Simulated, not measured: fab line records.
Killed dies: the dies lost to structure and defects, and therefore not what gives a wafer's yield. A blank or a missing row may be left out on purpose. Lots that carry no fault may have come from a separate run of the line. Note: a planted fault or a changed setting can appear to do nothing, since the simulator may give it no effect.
fab line records	flow n5-finfet
[record] lots = 11	wafers = 28	last-day = 18
route steps=1938 shown BEOL_M4@1111 BEOL_M13@1670 PASSIVATION@1936
lots that met no fault: from a run of the same line without faults
start-h: hours from the record's first day to the start of the lot's first wafer shown	wait-h: hours elapsed since this lot's preceding step	" unchanged from the row above	L1.1+2: a row that stands for several wafers	- no value, or no start was given	* or withheld: withheld	< > ~ a bound
route shown NAME@n: NAME is a module with steps in the file, n the number in the route of the first one	usual: average and standard deviation across the fault-free wafers	same: alike in all rows	chamber/n: place in a boat	sites: per-site readings	_std_site: the values' standard deviation	_edge_site: outer sites' mean less inner sites'	radius-mm: how far each site lies from the wafer's centre	mask NAME#n: copy n	behind: tool/chamber where the wafer was last shaped	hold: why the lot was held/for how many hours/how that ended	device: the transistor (n, p or np) that didn't switch	end of line: the route-end tests of the same wafers	step lacking rows: just its recipe	killed: dies that structure and defects cost at the first sort, which is not the same as the wafer's yield	map: a wafer's dies, marking killed ones x, the rest . and places with no die _
set.NAME: the setting the step ran with; set.NAME@STEP: the setting that earlier step ran with	model.NAME: the simulator's own value behind a step, which no gauge read
a sample of lots followed through the steps of the route, with each step as a table and each wafer as a row
services: the hour from which a tool's chamber was out of use, counted from the record's first day as start-h (under 0 if before that day), plus the number of hours and why
[[steps]]
[step N5_BEOL_M4_RC_MEAS_101]
[usual] DIBL_N = 36.2/2.2	DIBL_P = 36.5/3	IOFF_N = 0.16/0.039	IOFF_P = 0.22/0.047	ION_N = 675/15	ION_P = 463/10	SS_N = 71.6/0.71	SS_P = 73.4/0.94	VT_N = 250/3.6	VT_P = -250/3.9
lot.wafer	tool	chamber	start-h	wait-h	DIBL_N[mV/V]	DIBL_P[mV/V]	IOFF_N[nA/um]	IOFF_P[nA/um]	ION_N[uA/um]	ION_P[uA/um]	SS_N[mV/dec]	SS_P[mV/dec]	VT_N[mV]	VT_P[mV]
L206.2	prober-01	0	189.36	0.2	38.5	39.0	0.20	0.28	687	476	72.4	73.7	247	-245
L206.3	"	0	"	"	35.3	35.3	0.14	0.23	662	462	70.6	73.4	249	-245
L206.4	"	0	"	"	37.7	37.4	0.18	0.25	690	473	71.3	72.9	246	-245
L207.2	prober-02	0	200.96	0.2	35.2	36.0	0.16	0.22	676	464	71.9	74.0	249	-249
L207.3	"	0	"	"	34.7	34.5	0.15	0.19	674	457	71.3	73.0	250	-249
L207.4	"	0	"	"	38.8	40.0	0.24	0.31	690	474	73.3	75.5	243	-246
L208.1	prober-01	0	214.21	0.0	39.0	40.5	0.18	0.25	696	479	71.5	73.8	250	-249
L208.6	"	0	"	"	38.5	40.0	0.18	0.24	694	477	71.4	74.2	250	-247
L209.3	prober-02	0	218.42	0.3	29.9	28.0	0.08	0.10	634	431	70.5	71.9	259	-261
L209.4	"	0	"	"	35.6	35.0	0.17	0.17	681	455	71.5	72.6	247	-256
L211.3	prober-02	0	227.28	0.3	37.8	41.4	0.19	0.29	672	471	72.0	73.6	249	-245
L211.5	"	0	"	"	32.0	33.5	0.10	0.17	647	454	69.9	72.1	255	-251
L211.6	"	0	"	"	40.5	43.5	0.27	0.34	697	479	72.3	75.5	242	-242
L212.1	prober-02	0	230.48	0.0	35.6	36.8	0.15	0.21	663	463	71.8	73.6	252	-248
L212.2	"	0	"	"	35.6	36.7	0.15	0.20	690	473	71.2	73.7	251	-251
L212.6	"	0	"	"	33.2	34.3	0.12	0.18	657	454	70.3	73.6	255	-251
L218.3	prober-02	0	280.46	0.3	36.8	36.2	0.18	0.21	690	460	72.1	73.8	246	-250
L218.6	"	0	"	"	38.3	38.6	0.21	0.24	686	462	71.9	74.4	244	-248
L221.2	prober-01	0	286.86	0.2	36.1	37.7	0.18	0.27	673	466	72.0	74.1	249	-245
L221.3	"	0	"	"	34.7	35.3	0.15	0.22	683	473	71.0	73.4	249	-248
L221.4	"	0	"	"	37.6	37.5	0.20	0.26	681	467	71.9	73.8	244	-247
L222.4	prober-01	0	289.51	0.5	37.0	38.9	0.16	0.22	673	455	71.2	73.2	251	-252
L222.5	"	0	"	"	37.9	40.3	0.17	0.23	672	460	72.0	73.9	251	-250
L223.1	prober-02	0	317.23	0.0	42.3	42.9	0.26	0.34	684	467	72.5	76.7	247	-246
L223.3	"	0	"	"	34.6	33.3	0.12	0.16	661	457	70.7	73.3	254	-255
L224.2	prober-01	0	321.09	0.2	34.2	36.4	0.15	0.21	678	460	71.5	74.1	248	-249
L224.4	"	0	"	"	36.0	37.1	0.18	0.22	682	462	71.9	73.2	246	-250
L224.5	"	0	"	"	32.6	33.2	0.12	0.17	665	457	71.3	72.6	251	-254
[step N5_BEOL_M13_OVL_MEAS_11]
[recipe] points-per-wafer = 44
[usual] V12_OVL = 1/5.2
lot.wafer	tool	chamber	start-h	wait-h	V12_OVL[nm]
L206.2	overlay-02	0	270.75	0.0	-1
L206.3	"	0	"	"	4
L206.4	"	0	"	"	-5
L207.2	overlay-02	0	277.36	0.0	0
L207.3	"	0	"	"	12
L207.4	"	0	"	"	7
L208.1	overlay-01	0	289.04	0.0	-6
L208.6	"	0	"	"	-7
L209.3	overlay-01	0	294.81	0.0	6
L209.4	"	0	"	"	-5
L211.3	overlay-01	0	301.73	0.0	7
L211.5	"	0	"	"	4
L211.6	"	0	"	"	0
L212.1	overlay-01	0	305.64	0.0	2
L212.2	"	0	"	"	4
L212.6	"	0	"	"	4
L218.3	overlay-02	0	352.72	0.0	3
L218.6	"	0	"	"	-2
L221.2	overlay-01	0	359.95	0.0	9
L221.3	"	0	"	"	6
L221.4	"	0	"	"	2
L222.4	overlay-02	0	360.29	0.0	-4
L222.5	"	0	"	"	-4
L223.1	overlay-02	0	388.15	0.0	1
L223.3	"	0	"	"	6
L224.2	overlay-02	0	398.70	0.0	7
L224.4	"	0	"	"	-1
L224.5	"	0	"	"	3
[step N5_BEOL_M13_INSPECT_12]
[recipe] mode = adi	inspect-instrument = macro
[usual] raw-defect-count = 2.0/1.5
lot.wafer	tool	chamber	start-h	wait-h	raw-defect-count
L206.2	defect-inspect-02	-	270.78	0.0	2
L206.3	"	-	"	"	2
L206.4	"	-	"	"	0
L207.2	defect-inspect-02	-	277.38	0.0	3
L207.3	"	-	"	"	2
L207.4	"	-	"	"	1
L208.1	defect-inspect-02	-	289.06	0.0	0
L208.6	"	-	"	"	0
L209.3	defect-inspect-02	-	294.83	0.0	1
L209.4	"	-	"	"	2
L211.3	defect-inspect-02	-	301.75	0.0	3
L211.5	"	-	"	"	3
L211.6	"	-	"	"	1
L212.1	defect-inspect-02	-	305.66	0.0	2
L212.2	"	-	"	"	1
L212.6	"	-	"	"	3
L218.3	defect-inspect-01	-	352.74	0.0	1
L218.6	"	-	"	"	5
L221.2	defect-inspect-01	-	359.97	0.0	8
L221.3	"	-	"	"	3
L221.4	"	-	"	"	6
L222.4	defect-inspect-02	-	360.32	0.0	2
L222.5	"	-	"	"	2
L223.1	defect-inspect-01	-	388.18	0.0	0
L223.3	"	-	"	"	2
L224.2	defect-inspect-01	-	398.72	0.0	2
L224.4	"	-	"	"	3
L224.5	"	-	"	"	2
[step N5_BEOL_M13_STRIP_63]
[recipe] chemistry = N2/H2	power-w = 1000	temp-c = 250	h2-frac = 0.65	overash-fraction = 0.3	pressure-mtorr = 1000	n2-flow-sccm = 1750	h2-flow-sccm = 3250
[usual] chamber-pressure-mTorr = 1000.0/0.93	drypump-motor-current-A = 6.0/0.6	heater-power-w = 329/14	oes-product-au = 0.673/0.0046	strip-time-to-endpoint-s = 27.7/1.3
lot.wafer	tool	chamber	start-h	wait-h	chamber-pressure-mTorr	drypump-motor-current-A	heater-power-w	oes-product-au	rf-hours-counter-h	strip-time-to-endpoint-s
L206.2	plasma-asher-02	1	271.13	-	999.2	6.5	311	0.676	68	28.1
L206.3	"	1	"	"	999.4	6.5	310	0.682	-	27.7
L206.4	"	0	"	"	1000.2	5.1	338	0.670	-	26.9
L207.2	plasma-asher-02	0	278.11	-	1000.0	5.0	337	0.669	69	28.9
L207.3	"	0	"	"	1001.1	5.1	336	0.681	-	28.3
L207.4	"	1	"	"	999.7	6.5	316	0.668	-	26.1
L208.1	plasma-asher-02	1	289.83	-	1000.1	6.5	310	0.678	71	27.4
L208.6	"	1	"	"	998.9	6.5	308	0.672	-	24.2
L209.3	plasma-asher-02	0	295.21	-	999.9	5.1	336	0.672	-	28.7
L209.4	"	1	"	"	999.6	6.5	308	0.677	-	27.1
L211.3	plasma-asher-02	0	302.13	-	1000.0	5.1	344	0.669	-	26.6
L211.5	"	0	"	"	1000.2	5.1	339	0.672	-	25.2
L211.6	"	1	"	"	1000.2	6.5	309	0.677	-	28.0
L212.1	plasma-asher-02	0	306.02	-	1000.1	5.1	340	0.669	75	28.4
L212.2	"	1	"	"	998.9	6.5	299	0.671	75	28.6
L212.6	"	0	"	"	998.9	5.1	338	0.672	-	28.3
L218.3	plasma-asher-02	1	353.12	-	1000.8	6.5	312	0.676	-	27.7
L218.6	"	1	"	"	1000.3	6.5	306	0.670	-	28.9
L221.2	plasma-asher-01	0	360.33	-	999.3	6.4	348	0.678	162	28.2
L221.3	"	1	"	"	1000.1	6.1	338	0.681	-	29.0
L221.4	"	0	"	"	999.2	6.4	341	0.671	-	27.4
L222.4	plasma-asher-01	1	360.69	-	1000.2	6.1	334	0.669	-	26.0
L222.5	"	0	"	"	1001.7	6.4	346	0.680	-	25.9
L223.1	plasma-asher-02	0	388.54	-	998.7	5.1	341	0.674	90	28.6
L223.3	"	0	"	"	1001.0	5.1	342	0.673	-	27.1
L224.2	plasma-asher-02	1	399.42	-	999.7	6.5	316	0.683	92	28.4
L224.4	"	0	"	"	1000.1	5.1	345	0.676	-	30.4
L224.5	"	0	"	"	1000.2	5.1	333	0.668	-	29.8
[step N5_BEOL_M13_STRIP_64]
[recipe] chemistry = N2/H2	power-w = 1000	temp-c = 250	h2-frac = 0.65	overash-fraction = 0.3	pressure-mtorr = withheld	n2-flow-sccm = 1750	h2-flow-sccm = 3250
[usual] drypump-motor-current-A = 6.0/0.6	h2-flow-sccm = 3248/8.9	heater-power-w = 328/14	oes-product-au = 0.715/0.0044	strip-time-to-endpoint-s = 31.33/0.072
lot.wafer	tool	chamber	start-h	wait-h	drypump-motor-current-A	h2-flow-sccm	heater-power-w	oes-product-au	rf-hours-counter-h	strip-time-to-endpoint-s
L206.2	plasma-asher-02	1	271.19	0.0	6.5	3243	312	0.714	68	31.42
L206.3	"	1	"	"	6.5	3238	313	0.707	-	31.40
L206.4	"	0	"	"	5.1	3267	340	0.716	-	31.43
L207.2	plasma-asher-02	0	278.17	0.0	5.1	3249	341	0.711	69	31.37
L207.3	"	0	"	"	5.1	3252	328	0.718	-	31.42
L207.4	"	1	"	"	6.5	3259	312	0.710	-	31.39
L208.1	plasma-asher-02	1	289.89	0.0	6.5	3267	312	0.714	71	31.27
L208.6	"	1	"	"	6.5	3262	307	0.717	-	31.23
L209.3	plasma-asher-02	0	295.27	0.0	5.1	3244	334	0.721	-	31.33
L209.4	"	1	"	"	6.5	3239	321	0.719	-	31.37
L211.3	plasma-asher-02	0	302.19	0.0	-	-	-	-	-	-
L211.5	"	0	"	"	-	-	-	-	-	-
L211.6	"	1	"	"	-	-	-	-	-	-
L212.1	plasma-asher-02	0	306.08	0.0	-	-	-	-	-	-
L212.2	"	1	"	"	-	-	-	-	-	-
L212.6	"	0	"	"	-	-	-	-	-	-
L218.3	plasma-asher-02	1	353.18	0.0	6.5	3257	311	0.720	-	31.32
L218.6	"	1	"	"	6.5	3239	303	0.717	-	31.38
L221.2	plasma-asher-01	0	360.39	0.0	6.4	3250	350	0.714	162	31.31
L221.3	"	1	"	"	6.1	3254	322	0.717	-	31.35
L221.4	"	0	"	"	6.4	3254	343	0.711	-	31.30
L222.4	plasma-asher-01	1	360.75	0.0	6.1	3258	320	0.719	-	31.38
L222.5	"	0	"	"	6.4	3241	355	0.721	-	31.34
L223.1	plasma-asher-02	0	388.60	0.0	5.1	3233	337	0.718	90	31.30
L223.3	"	0	"	"	5.1	3248	334	0.710	-	31.32
L224.2	plasma-asher-02	1	399.48	0.0	6.5	3243	313	0.720	92	31.26
L224.4	"	0	"	"	5.1	3254	335	0.716	-	31.24
L224.5	"	0	"	"	5.1	3245	342	0.712	-	31.25
[step N5_PASSIVATION_PROBE_49]
[usual] defect-limited-yield = 91.5/1.5	killed_at_M0_to_M3 = 32/10	killed_at_M4_up = 13/4.9	killed-at-contacts = 13/6.1	killed-at-front-end = 38/11	killed-at-other = 3/3.2	killed-dies = 101/18	killed-on-rim = 13/4.4	killed-open = 66/13	killed-short = 32/8.3	sort_bin_5_function = 5.0/1	sort_bin_6_memory = 3.2/0.74	sort_bin_8_speed = 0.1/1.1	sort-n-pass = 1078/22	sort-yield-pct = 91.3/1.9
[same] gross-dies = 1180	killed-at-back-side = 0	sort_bin_4_leakage[%] = 0
lot.wafer	tool	chamber	start-h	wait-h	defect-limited-yield[%]	killed_at_M0_to_M3	killed_at_M4_up	killed-at-contacts	killed-at-front-end	killed-at-other	killed-dies	killed-on-rim	killed-open	killed-short	sort_bin_5_function[%]	sort_bin_6_memory[%]	sort_bin_8_speed[%]	sort-n-pass	sort-yield-pct[%]
L207.2	prober-01	-	311.52	0.1	89.9	23	10	12	66	8	119	14	73	42	5.9	3.5	0	1061	89.9
L207.3	prober-01	-	311.57	0.1	89.7	37	14	12	55	4	122	27	78	32	6.2	3.0	0	1058	89.7
L207.4	prober-01	-	311.62	0.2	91.4	29	4	11	46	12	102	16	56	33	4.7	3.0	0	1078	91.4
L208.1	prober-02	-	326.72	0.0	88.8	35	17	16	59	5	132	19	86	44	5.8	5.0	0	1048	88.8
L208.6	prober-02	-	326.97	0.3	88.1	33	16	7	65	20	141	30	87	48	7.5	3.8	0	1039	88.1
L212.1	prober-01	-	335.35	0.0	47.4	24	546	12	35	4	621	13	54	30	49.8	2.6	0	559	47.4
L212.2	prober-01	-	335.40	0.1	45.7	20	564	21	24	12	641	118	70	22	51.1	2.9	0	539	45.7
L212.6	prober-01	-	335.60	0.3	46.9	38	531	16	36	5	626	29	62	37	48.9	3.7	0	554	46.9
L211.3	prober-02	-	335.45	0.1	47.6	31	509	10	64	4	618	75	73	40	49.0	2.7	0	562	47.6
L211.5	prober-02	-	335.55	0.2	43.9	33	565	6	54	4	662	89	68	36	52.6	3.1	0	518	43.9
L211.6	prober-02	-	335.60	0.3	41.4	35	589	6	58	3	691	141	55	39	54.9	2.5	0	489	41.4
L218.3	prober-02	-	386.81	0.1	91.6	15	12	12	58	2	99	8	56	42	4.4	3.6	0	1081	91.6
L218.6	prober-02	-	386.96	0.3	94.9	14	13	10	23	0	60	10	39	20	3.4	1.4	0	1120	94.9
L221.2	prober-01	-	402.30	0.1	93.9	27	18	5	20	2	72	11	52	19	2.5	3.3	0	1108	93.9
L221.3	prober-01	-	402.35	0.1	91.4	46	16	7	33	0	102	17	59	41	4.8	3.4	0	1078	91.4
L221.4	prober-01	-	402.40	0.2	91.0	36	16	10	42	2	106	12	77	28	5.6	3.2	0	1074	91.0
L222.4	prober-02	-	402.66	0.2	91.3	26	10	12	46	9	103	19	67	36	4.2	4.2	0	1077	91.3
L222.5	prober-02	-	402.71	0.2	90.8	29	17	15	43	5	109	12	67	42	5.4	3.2	0	1071	90.8
L223.1	prober-02	-	419.95	0.0	89.2	52	16	20	37	2	127	23	79	47	5.8	4.3	0	1053	89.2
L223.3	prober-02	-	420.05	0.1	88.9	40	14	29	44	4	131	20	90	37	6.7	3.8	0	1049	88.9
// killed by level:class
L207.2 FIN_SAQP:geometric-particle:open=22 FIN_SAQP:geometric-particle:short=12 STI_FIN_REVEAL:geometric-particle:open=10 GATE_CUT:geometric-particle:short=8 MOL_CONTACT_COAG:geometric-particle:open=8 BEOL_M2:geometric-particle:open=8 BEOL_M1:geometric-particle:open=6 GATE_CUT:geometric-particle:open=4
L207.3 FIN_SAQP:geometric-particle:open=24 BEOL_M0_SAQP:geometric-particle:open=9 HKMG_FIN:area-etch=8 FIN_SAQP:geometric-particle:short=7 MOL_CONTACT_COAG:geometric-particle:open=7 BEOL_M0_SAQP:geometric-particle:short=7 BEOL_M2:geometric-particle:open=7 MOL_CONTACT_COAG:geometric-particle:short=5
L207.4 STI_FIN_REVEAL:geometric-particle:open=10 MOL_CONTACT_COAG:geometric-particle:open=9 BEOL_M0_SAQP:geometric-particle:short=8 HKMG_FIN:area-etch=8 FIN_SAQP:geometric-particle:open=7 FIN_SAQP:geometric-particle:short=7 PAD_METAL:geometric-particle:open=6 DUMMY_GATE:geometric-particle:open=4
L208.1 STI_FIN_REVEAL:geometric-particle:open=25 MOL_CONTACT_COAG:geometric-particle:open=12 BEOL_M0_SAQP:geometric-particle:short=10 BEOL_M0_SAQP:geometric-particle:open=7 BEOL_M1:geometric-particle:open=7 FIN_SAQP:geometric-particle:open=6 FIN_SAQP:geometric-particle:short=6 STI_FIN_REVEAL:geometric-particle:short=5
L208.6 STI_FIN_REVEAL:geometric-particle:open=32 STI_FIN_REVEAL:geometric-particle:short=10 FIN_SAQP:geometric-particle:short=9 BEOL_M0_SAQP:geometric-particle:open=6 BEOL_M3:geometric-particle:open=6 MIM_TOP_ETCH:geometric-particle:open=6 MOL_CONTACT_COAG:geometric-particle:open=6 BEOL_M4:geometric-particle:open=6
L212.1 BEOL_M13:area-sputter=534 MOL_CONTACT_COAG:geometric-particle:open=11 FIN_SAQP:geometric-particle:short=7 STI_FIN_REVEAL:geometric-particle:open=7 GATE_CUT:geometric-particle:short=7 BEOL_M3:geometric-particle:open=7 DUMMY_GATE:geometric-particle:open=4 GATE_CUT:geometric-particle:open=4
L212.2 BEOL_M13:area-sputter=548 MOL_CONTACT_COAG:geometric-particle:open=19 DUMMY_GATE:geometric-particle:open=8 BEOL_M4:geometric-particle:open=8 BEOL_M1:geometric-particle:open=6 PAD_METAL:geometric-particle:short=5 BEOL_M0_SAQP:geometric-particle:short=4 STARTING-WAFER:geometric-particle:open=4
L211.3 BEOL_M13:area-sputter=502 FIN_SAQP:geometric-particle:short=14 FIN_SAQP:geometric-particle:open=13 GATE_CUT:geometric-particle:open=8 GATE_CUT:geometric-particle:short=7 BEOL_M0_SAQP:geometric-particle:open=6 BEOL_M1:geometric-particle:open=6 BEOL_M2:geometric-particle:open=6
L211.5 BEOL_M13:area-sputter=556 FIN_SAQP:geometric-particle:open=17 FIN_SAQP:geometric-particle:short=12 BEOL_M0_SAQP:geometric-particle:open=11 GATE_CUT:geometric-particle:short=7 BEOL_M0_SAQP:geometric-particle:short=6 BEOL_M1:geometric-particle:open=6 GATE_CUT:geometric-particle:open=4
L211.6 BEOL_M13:area-sputter=584 FIN_SAQP:geometric-particle:open=15 HKMG_FIN:area-etch=12 BEOL_M0_SAQP:geometric-particle:short=11 FIN_SAQP:geometric-particle:short=7 GATE_CUT:geometric-particle:short=6 BEOL_M3:geometric-particle:open=6 MOL_CONTACT_COAG:geometric-particle:open=5
L212.6 BEOL_M13:area-sputter=526 STI_FIN_REVEAL:geometric-particle:open=12 BEOL_M0_SAQP:geometric-particle:short=12 MOL_CONTACT_COAG:geometric-particle:open=9 FIN_SAQP:geometric-particle:short=7 MOL_CONTACT_COAG:geometric-particle:short=7 BEOL_M0_SAQP:geometric-particle:open=7 BEOL_M3:geometric-particle:open=5
L218.3 FIN_SAQP:geometric-particle:open=13 FIN_SAQP:geometric-particle:short=10 BEOL_M4:geometric-particle:open=8 MOL_CONTACT_COAG:geometric-particle:open=7 DUMMY_GATE:geometric-particle:short=5 MOL_CONTACT_COAG:geometric-particle:short=5 STI_FIN_REVEAL:geometric-particle:open=4 GATE_CUT:geometric-particle:short=4
L218.6 MOL_CONTACT_COAG:geometric-particle:short=5 MOL_CONTACT_COAG:geometric-particle:open=5 BEOL_M4:geometric-particle:open=5 DUMMY_GATE:geometric-particle:open=4 BEOL_M0_SAQP:geometric-particle:open=4 BEOL_M1:geometric-particle:open=4 STARTING-WAFER:geometric-particle:short=3 STI_FIN_REVEAL:geometric-particle:open=3
L221.2 BEOL_M4:geometric-particle:open=12 BEOL_M0_SAQP:geometric-particle:open=8 BEOL_M0_SAQP:geometric-particle:short=6 BEOL_M2:geometric-particle:open=5 DUMMY_GATE:geometric-particle:open=4 MOL_CONTACT_COAG:geometric-particle:open=4 BEOL_M3:geometric-particle:open=4 STI_FIN_REVEAL:geometric-particle:open=3
L221.3 BEOL_M0_SAQP:geometric-particle:short=11 FIN_SAQP:geometric-particle:short=9 BEOL_M0_SAQP:geometric-particle:open=9 BEOL_M2:geometric-particle:open=9 BEOL_M4:geometric-particle:open=7 BEOL_M1:geometric-particle:open=6 MOL_CONTACT_COAG:geometric-particle:open=5 FIN_SAQP:geometric-particle:open=4
L221.4 FIN_SAQP:geometric-particle:open=15 BEOL_M1:geometric-particle:open=11 BEOL_M4:geometric-particle:open=10 FIN_SAQP:geometric-particle:short=9 MOL_CONTACT_COAG:geometric-particle:open=9 BEOL_M0_SAQP:geometric-particle:open=9 STARTING-WAFER:geometric-particle:open=5 BEOL_M0_SAQP:geometric-particle:short=4
L222.4 DUMMY_GATE:geometric-particle:open=11 FIN_SAQP:geometric-particle:open=10 BEOL_M0_SAQP:geometric-particle:short=9 MOL_CONTACT_COAG:geometric-particle:open=8 FIN_SAQP:geometric-particle:short=6 BEOL_M0_SAQP:geometric-particle:open=6 STI_FIN_REVEAL:geometric-particle:open=6 GATE_CUT:geometric-particle:short=5
L222.5 MOL_CONTACT_COAG:geometric-particle:open=11 BEOL_M0_SAQP:geometric-particle:open=9 BEOL_M0_SAQP:geometric-particle:short=9 FIN_SAQP:geometric-particle:open=8 STI_FIN_REVEAL:geometric-particle:open=8 BEOL_M4:geometric-particle:open=7 STARTING-WAFER:geometric-particle:open=6 FIN_SAQP:geometric-particle:short=5
L223.1 BEOL_M0_SAQP:geometric-particle:short=21 MOL_CONTACT_COAG:geometric-particle:open=17 BEOL_M3:geometric-particle:open=11 FIN_SAQP:geometric-particle:open=10 BEOL_M0_SAQP:geometric-particle:open=7 STI_FIN_REVEAL:geometric-particle:open=6 GATE_CUT:geometric-particle:short=5 FIN_SAQP:geometric-particle:short=4
L223.3 MOL_CONTACT_COAG:geometric-particle:open=21 FIN_SAQP:geometric-particle:open=14 BEOL_M0_SAQP:geometric-particle:open=8 MOL_CONTACT_COAG:geometric-particle:short=8 BEOL_M1:geometric-particle:open=8 STI_FIN_REVEAL:geometric-particle:open=7 BEOL_M3:geometric-particle:open=7 FIN_SAQP:geometric-particle:short=5
[[services]]
tool	chamber	start-h	hours	kind
plasma-asher-02	-	333.04	2.8	pm
[[key]]
[first-sign] step = N5_BEOL_M13_STRIP_64	reading = tool-record	direction = missing
[effect] step = N5_PASSIVATION_PROBE_49	reading = killed_at_M4_up	direction = up	sigmas = 99+	usual = 13	struck = 551
[more-kills-born-at] N5_BEOL_M13_SPUTTER_43@pvd-sputter-01 = 1642	N5_BEOL_M13_SPUTTER_43@pvd-sputter-03 = 1608
met-at N5_BEOL_M13_STRIP_64
struck-lots L211,L212
[baseline-loss] step = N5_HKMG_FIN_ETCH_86	wafers = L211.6
not-acting-at N5_BEOL_M13_OVL_MEAS_11,N5_BEOL_M13_INSPECT_12,N5_BEOL_M13_STRIP_63
onset-between 295.27 302.19
[fault] kind = skipped-step-whole	tool = plasma-asher-02	chamber = -	onset-h = 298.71	steps = N5_BEOL_M13_STRIP_64	scope = struck-lots-only
// baseline-loss: these wafers lose ten dies or more at that step, a loss of the line's own and not of a fault; the sort's usual values leave them out
